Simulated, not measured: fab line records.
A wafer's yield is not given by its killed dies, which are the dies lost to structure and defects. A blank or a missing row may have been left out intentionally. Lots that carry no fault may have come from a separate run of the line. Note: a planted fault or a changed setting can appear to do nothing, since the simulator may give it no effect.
Comparing a struck lot with a sound one + flow nandHarc + 14 steps out of a route of 1302
Sound: these wafers, L222.1, L222.3, L222.5. Wafers struck: L236.1, L236.2, L236.3. The cause comes at the end.
At each step with rows: each side's tool, then ch and its chambers, then its first start. Under that, the readings that differ: sound wafers + struck wafers + difference of the means + sigmas: that difference in standard deviations of wafers without a fault.
alike: readings with means less than 2 such deviations apart, plus words and numbers identical on both sides. not compared: withheld readings, readings lacking a value on some wafer, bounds such as >300 that could conceal the same value, and numbers that have no deviation in the record and whose values overlap.
Wherever a step has rows on one side only, a row that says differs or no value, or a row with sigmas, the two part there. When numbers do not overlap yet have no deviation, they are printed without sigmas and do not part them. Lack of a reading on every wafer of one side parts them only where that side has two or more wafers.

NHARC_P_M0_INSPECT_27:
  struck on defectInspect-01, day 12 23:40; sound on defectInspect-01, day 7 00:19
  alike: rawDefectCount
NHARC_P_M0_PRE_CLEAN_31: time 12 s.
  sound on pecvd-02 ch 0,1,2, day 7 00:23; struck on pecvd-02 ch 0,1,2, day 12 23:44
  alike: heaterPowerW
NHARC_P_M0_DEP_32: deposits SiCN, target thk 30 nm.
  sound on pecvd-02 ch 0,1,2, day 7 00:28; struck on pecvd-02 ch 0,1,2, day 12 23:49
  alike: heaterPowerW
then, 9 steps without rows for these wafers: NHARC_P_M1_DEP_00 (deposits SiOC, target thk 182.5 nm); NHARC_P_M1_DEHYDRATE_01 (time 120 s); NHARC_P_M1_HMDS_02 (time 30 s); NHARC_P_M1_COAT_34 (time 65 s); NHARC_P_M1_COAT_03 (resist thk 90 nm); NHARC_P_M1_SOFTBAKE_04 (time 55 s); NHARC_P_M1_EBR_05; NHARC_P_M1_EXPOSE_06 (exposes mask P M1, target cd 130 nm); NHARC_P_M1_PEB_07 (peb time 65 s).
NHARC_P_M1_DEVELOP_08: develop time 35 s.
  struck on lithoTrack-01, day 13 00:00; sound on lithoTrack-01 ch 0, day 7 01:00
  no value came back on the struck wafers for chillPlateTempC (C), developTimeS (s); on the sound wafers chillPlateTempC (C) reads 22.95 22.96 23.00
NHARC_P_M1_CD_MEAS_09: target cd 130 nm.
  sound on cdSem-03 ch 0, day 7 01:41; struck on cdSem-03 ch 0, day 13 01:04
| reading   | sound             | struck | difference                    | sigmas |
|-----------|-------------------|--------|-------------------------------|--------|
| cdNm (nm) | 129.9 129.2 129.8 | - - -  | no value on the struck wafers |        |

WHERE THEY PART
Last at NHARC_P_M1_CD_MEAS_09 as far as this record goes, first at NHARC_P_M1_DEVELOP_08.

WHY: whatever the simulator had introduced
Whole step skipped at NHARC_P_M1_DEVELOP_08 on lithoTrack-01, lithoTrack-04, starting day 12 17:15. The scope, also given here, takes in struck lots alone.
